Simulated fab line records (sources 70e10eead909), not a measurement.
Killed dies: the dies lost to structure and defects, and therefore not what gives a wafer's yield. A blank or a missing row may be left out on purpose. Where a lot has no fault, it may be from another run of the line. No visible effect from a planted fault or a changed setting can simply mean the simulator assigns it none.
fab line records -- flow nand_harc
[record] lots = 6, wafers = 18, last_day = 31
route steps=1302 shown A_WL_FILL@956
lots untouched by any fault: they come from a run of this same line in which no faults occurred
start_h: the number of hours between the record's first day and the start of the first shown wafer of the lot -- wait_h: hours from the lot's prior step to this one -- " same as the row above -- L1.1+2: a single row standing in for several wafers -- - no value present, or no start provided -- * or withheld: withheld -- < > ~ a bound
route shown NAME@n: a module of which the file shows steps, and the number in the route of the first -- usual: mean/standard deviation of fault-free wafers -- same: alike in all rows -- chamber/n: place in a boat -- sites: per-site readings -- _std_site: how widely they spread, as a standard deviation -- _edge_site: inner sites' mean taken away from outer sites' mean -- radius_mm: how far each site lies from the wafer's centre -- mask NAME#n: copy n -- behind: the tool/chamber that last shaped the wafer -- hold: reason for holding the lot/hours on hold/outcome of the hold -- device: the transistor (n, p or np) that didn't switch -- end of line: the route-end tests of the same wafers -- a step without rows: its recipe alone -- killed: not the wafer's yield, but the dies lost to structure and defects at the first sort -- map: a wafer's dies, marking killed ones x, the rest . and places with no die _
set.NAME: setting as actually run; set.NAME@STEP: the setting as run at that earlier step -- model.NAME: the simulator's own value behind a step, which no gauge read
lots seen at some steps along the route; tables by step, rows by wafer
services: a tool's chamber out of use, with start hour (start_h, from the record's first day; less than 0 if before it), hours out, and reason
[[steps]]
[step NHARC_A_WL_FILL_CVD_03]
[recipe] target_thk_a = 400, temp_c = 300, pressure_torr = 40, wf6_flow_sccm = 40, h2_flow_sccm = 1600, ar_flow_sccm = 1560, time_s = 279, material = W
[usual] heater_power_w = 429/24, susceptor_temp_C = 299.99/0.18, throttle_valve_pct = 7.84/0.2
lot.wafer,tool,chamber,start_h,wait_h,heater_power_w,susceptor_temp_C,throttle_valve_pct
L597.2,cvd_w-01,1,477.32,0.1,417,299.92,8.14
L597.4,cvd_w-01,1,477.32,0.1,418,300.04,8.04
L597.5,cvd_w-01,0,477.32,0.1,420,299.91,7.59
L606.1,cvd_w-02,0,550.69,0.1,466,300.32,8.14
L606.4,cvd_w-02,0,550.69,0.1,454,299.99,7.94
L606.5,cvd_w-02,1,550.69,0.1,402,300.42,7.83
L607.2,cvd_w-01,1,571.96,0.1,445,299.77,8.07
L607.4,cvd_w-01,0,571.96,0.1,421,300.06,7.81
L607.3,cvd_w-01,1,571.96,0.1,429,300.13,7.80
L610.2,cvd_w-02,0,591.16,0.1,454,300.12,7.64
L610.4,cvd_w-02,0,591.16,0.1,469,299.93,7.70
L610.3,cvd_w-02,1,591.16,0.1,400,299.77,7.49
L615.3,cvd_w-01,0,643.52,0.2,453,300.00,7.98
L615.6,cvd_w-01,0,643.52,0.2,446,299.83,8.27
L615.5,cvd_w-01,1,643.52,0.2,428,299.83,8.03
L616.1,cvd_w-01,0,651.78,0.1,437,300.01,7.82
L616.3,cvd_w-01,0,651.78,0.1,441,299.85,7.93
L616.5,cvd_w-01,0,651.78,0.1,416,300.20,7.95
[step NHARC_A_WL_FILL_ETCHBACK_04]
[recipe] target_depth_a = 600, time_s = 120, chemistry = NF3
[step NHARC_A_WL_FILL_ETCHBACK_05]
[recipe] target_depth_a = 220, time_s = 60, temp_c = 40, chemistry = Cl2/BCl3
[usual] drypump_motor_current_A = 5.70/0.21, oes_product_au = 1.007/0.0096, run_length_s = 81.4/0.45
lot.wafer,tool,chamber,start_h,wait_h,drypump_motor_current_A,oes_product_au,rf_hours_counter_h,run_length_s
L597.2,rie_metal-02,1,477.88,0.2,5.56,1.021,0.4,81.3
L597.4,rie_metal-02,1,477.88,0.2,5.54,1.022,-,81.0
L597.5,rie_metal-02,0,477.88,0.2,5.57,1.009,-,82.5
L606.1,rie_metal-02,1,551.30,0.2,5.57,1.014,1.5,80.8
L606.4,rie_metal-02,0,551.30,0.2,5.56,1.014,-,81.9
L606.5,rie_metal-02,0,551.30,0.2,5.55,1.013,-,81.6
L607.2,rie_metal-01,1,572.54,0.2,5.86,0.992,3.2,81.7
L607.3,rie_metal-01,0,572.54,0.2,5.37,1.000,-,81.6
L607.4,rie_metal-01,1,572.54,0.2,5.87,1.002,-,81.5
L610.2,rie_metal-03,0,591.79,0.2,5.90,0.988,1.4,81.3
L610.4,rie_metal-03,1,591.79,0.2,5.92,0.994,-,80.7
L610.3,rie_metal-03,0,591.79,0.2,5.88,0.988,-,81.6
L615.3,rie_metal-02,1,644.06,0.1,5.56,1.016,-,80.7
L615.6,rie_metal-02,1,644.06,0.1,5.55,1.018,-,81.2
L615.5,rie_metal-02,0,644.06,0.1,5.54,1.013,-,81.9
L616.1,rie_metal-02,1,652.36,0.2,5.58,1.016,0.4,80.7
L616.3,rie_metal-02,1,652.36,0.2,5.57,1.016,-,81.1
L616.5,rie_metal-02,0,652.36,0.2,5.54,1.003,-,81.6
[step NHARC_A_WL_FILL_STRIP_27]
[recipe] power_w = 1500, temp_c = 250, time_s = 20, chemistry = N2/H2
[usual] drypump_motor_current_A = 5.8/0.49, heater_power_w = 325/38
lot.wafer,tool,chamber,start_h,wait_h,drypump_motor_current_A,heater_power_w,rf_hours_counter_h
L597.2,plasma_asher-02,1,478.02,0.1,5.2,341,10
L597.4,plasma_asher-02,1,478.02,0.1,5.2,336,-
L597.5,plasma_asher-02,0,478.02,0.1,6.1,378,-
L606.1,plasma_asher-01,1,551.46,0.1,6.5,321,6
L606.4,plasma_asher-01,0,551.46,0.1,5.6,257,-
L606.5,plasma_asher-01,0,551.46,0.1,5.6,261,-
L607.2,plasma_asher-02,0,572.69,0.1,6.1,371,30
L607.4,plasma_asher-02,1,572.69,0.1,5.2,347,-
L607.3,plasma_asher-02,0,572.69,0.1,6.1,379,-
L610.2,plasma_asher-01,0,591.94,0.1,5.6,261,16
L610.3,plasma_asher-01,1,591.94,0.1,6.5,323,-
L610.4,plasma_asher-01,0,591.94,0.1,5.6,259,-
L615.3,plasma_asher-02,0,644.22,0.1,6.1,360,-
L615.6,plasma_asher-02,0,644.22,0.1,6.1,346,-
L615.5,plasma_asher-02,1,644.22,0.1,5.2,358,-
L616.1,plasma_asher-02,1,652.50,0.1,5.2,353,7
L616.3,plasma_asher-02,1,652.50,0.1,5.2,354,-
L616.5,plasma_asher-02,1,652.50,0.1,5.2,351,-
[step NHARC_A_WL_FILL_STRIP_28]
[recipe] time_s = 1200, temp_c = 72.5, chemistry = post_etch_residue_remover
[step NHARC_A_WL_FILL_PRECLEAN_06]
[recipe] time_s = 300, chemistry = DIW
[step NHARC_A_WL_FILL_SRD_07]
[step NHARC_A_WL_FILL_ANNEAL_08]
[recipe] temp_c = 450, time_s = 1800
[step NHARC_A_WL_FILL_ALD_10]
[recipe] target_thk_a = 500, pulse_time_s = 10, ald_cycles = 500, temp_c = 300, material = SiO2
[usual] heater_power_w = 453/52, precursor_pulse_height_rel = 1.001/0.02, susceptor_temp_C = 299.99/0.17
lot.wafer,tool,chamber,start_h,wait_h,heater_power_w,precursor_pulse_height_rel,susceptor_temp_C
L597.4,ald_hk-01,3,487.79,3.5,380,0.960,299.87
L597.2,ald_hk-01,0,487.79,3.5,489,0.984,300.06
L597.5,ald_hk-01,2,489.35,5.0,483,1.003,299.96
L606.1,ald_hk-04,0,557.40,1.1,394,1.028,300.06
L606.4,ald_hk-04,1,557.40,1.1,562,0.989,299.95
L606.5,ald_hk-04,2,557.40,1.1,429,1.004,300.35
L607.2,ald_hk-04,2,577.59,0.1,411,0.961,299.85
L607.3,ald_hk-04,0,578.62,1.1,398,0.986,300.11
L607.4,ald_hk-04,1,578.62,1.1,563,1.046,299.97
L610.4,ald_hk-04,3,599.33,0.1,476,0.998,299.79
L610.2,ald_hk-04,1,600.36,1.1,571,1.003,299.55
L610.3,ald_hk-04,2,600.36,1.1,425,1.038,299.91
L615.3,ald_hk-04,1,650.13,1.1,573,0.979,299.95
L615.5,ald_hk-04,3,651.18,2.1,441,1.023,300.01
L615.6,ald_hk-04,0,651.18,2.1,372,1.057,300.14
L616.1,ald_hk-02,3,661.20,0.1,387,1.014,299.95
L616.3,ald_hk-02,0,661.20,0.1,471,0.975,299.90
L616.5,ald_hk-02,0,663.76,2.6,480,1.001,299.59
[step NHARC_A_WL_FILL_ETCHBACK_16]
[recipe] target_depth_a = 1200, time_s = 24, c4f8_flow_sccm = withheld, o2_flow_sccm = 8, ar_flow_sccm = withheld, rf_w = 600, bias_w = 800, chemistry = C4F8/O2/Ar
[usual] oes_product_au = 0.988/0.025, rf_vpp_V = 723/4.3, run_length_s = 45.3/0.5
lot.wafer,tool,chamber,start_h,wait_h,oes_product_au,rf_hours_counter_h,rf_vpp_V,run_length_s
L597.2,rie_diel-12,1,-,-,0.990,0.6,718,44.7
L597.4,rie_diel-12,3,-,-,1.007,1.7,727,46.0
L597.5,rie_diel-12,1,-,-,0.983,-,718,45.0
L606.4,rie_diel-12,2,-,-,0.975,4.3,725,45.4
L606.1,rie_diel-12,0,-,-,0.951,4.6,720,44.7
L606.5,rie_diel-12,2,-,-,0.966,-,727,45.3
L607.3,rie_diel-12,3,-,-,0.973,5.5,728,46.7
L607.4,rie_diel-12,0,-,-,0.975,5.5,719,44.7
L607.2,rie_diel-12,2,-,-,0.971,5.5,728,45.6
L610.4,rie_diel-05,1,-,-,1.002,0.1,721,44.9
L610.2,rie_diel-05,2,-,-,1.010,0.1,731,45.6
L610.3,rie_diel-05,3,-,-,1.018,0.1,726,45.9
L615.3,rie_diel-03,1,-,-,1.004,0.1,720,45.6
L615.5,rie_diel-03,2,-,-,1.027,-,720,44.7
L615.6,rie_diel-03,3,-,-,1.013,-,723,44.8
L616.1,rie_diel-03,2,-,-,1.009,0.3,719,44.8
L616.3,rie_diel-03,1,-,-,0.989,0.4,720,45.9
L616.5,rie_diel-03,3,-,-,1.003,-,723,45.1
[step NHARC_A_WL_FILL_STRIP_29]
[recipe] time_s = 20, o2_flow_sccm = 500, ar_flow_sccm = 0, bias_w = 0, chemistry = O2
[step NHARC_A_WL_FILL_ETCHBACK_17]
[recipe] target_depth_a = 40, time_s = 26.7, chemistry = Cl2/BCl3
[usual] drypump_motor_current_A = 5.70/0.21, oes_product_au = 1.008/0.0078, run_length_s = 48.1/0.42
lot.wafer,tool,chamber,start_h,wait_h,drypump_motor_current_A,oes_product_au,rf_hours_counter_h,run_length_s
L597.2,rie_metal-03,0,491.61,-,5.90,1.004,2.4,48.4
L597.4,rie_metal-03,1,491.61,-,5.91,1.000,-,47.7
L597.5,rie_metal-03,0,491.61,-,5.87,1.007,-,47.9
L606.1,rie_metal-03,0,561.18,-,5.91,1.007,0.7,34.7
L606.4,rie_metal-03,1,561.18,-,5.90,0.996,-,47.5
L606.5,rie_metal-03,0,561.18,-,5.90,0.989,-,35.0
L607.2,rie_metal-03,0,582.43,-,5.86,1.004,1.2,35.1
L607.4,rie_metal-03,0,582.43,-,5.88,0.999,-,35.1
L607.3,rie_metal-03,1,582.43,-,5.90,1.000,-,47.8
L610.2,rie_metal-02,0,604.14,-,5.56,1.004,2.6,48.9
L610.4,rie_metal-02,0,604.14,-,5.56,1.003,-,48.3
L610.3,rie_metal-02,1,604.14,-,5.54,1.017,-,47.4
L615.3,rie_metal-03,0,654.04,-,5.89,1.010,-,48.1
L615.5,rie_metal-03,1,654.04,-,5.92,1.008,-,48.0
L615.6,rie_metal-03,0,654.04,-,5.91,0.995,-,47.9
L616.1,rie_metal-01,1,666.01,-,5.89,1.027,1.0,48.2
L616.3,rie_metal-01,1,666.01,-,5.85,1.016,-,48.2
L616.5,rie_metal-01,0,666.01,-,5.37,1.004,-,48.8
[step NHARC_A_WL_FILL_PRECLEAN_18]
[recipe] time_s = 30, chemistry = dHF
[[services]]
tool,chamber,start_h,hours,kind
rie_metal-02,-,454.24,9.0,pm
rie_diel-03,-,462.54,9.0,pm
cvd_w-01,0,482.15,2.2,repair
rie_metal-03,-,519.00,9.0,pm
plasma_asher-01,-,519.11,9.0,pm
rie_diel-03,-,543.87,0.6,repair
rie_metal-01,-,547.31,0.5,repair
cvd_w-01,-,547.35,13.0,pm
plasma_asher-02,-,573.11,7.3,repair
rie_metal-01,-,575.00,9.0,pm
rie_diel-03,2,584.49,4.5,repair
plasma_asher-02,-,589.14,1.1,repair
cvd_w-01,1,598.34,3.2,repair
rie_diel-03,1,599.66,1.2,repair
plasma_asher-02,-,603.25,9.0,pm
cvd_w-01,0,617.45,10.2,repair
plasma_asher-02,-,619.87,3.2,repair
rie_diel-12,-,622.40,9.0,pm
cvd_w-02,-,631.00,13.0,pm
rie_metal-02,-,631.24,9.0,pm
rie_diel-12,0,631.63,20.0,repair
rie_metal-01,1,632.83,2.0,repair
rie_diel-03,-,639.54,9.0,pm
rie_diel-12,-,658.92,0.5,repair
[[key]]
[first_sign] step = NHARC_A_WL_FILL_ETCHBACK_17, reading = run_length_s, direction = down, sigmas = 31, usual = *, struck = *
effect none on later readings
met_at NHARC_A_WL_FILL_ETCHBACK_17
struck_wafers L606.1,L606.5,L607.2,L607.4
tester_left_out L606,L607
onset_between 491.61 561.18
[fault] kind = process_parameter_drift, tool = rie_metal-03, chamber = 0, onset_h = 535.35, steps = NHARC_A_WL_FILL_ETCHBACK_17, channel = time_s, offset = *, shape = step, end_h = 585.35, acts_in = *, stated = *
// tester_left_out: of these lots the tester's yield and bins aren't shown, on N5 and GAA mostly nor the transistor test; their killed dies are dies lost to structure and defects alone, not to doping, threshold or leakage, so they don't give the yield
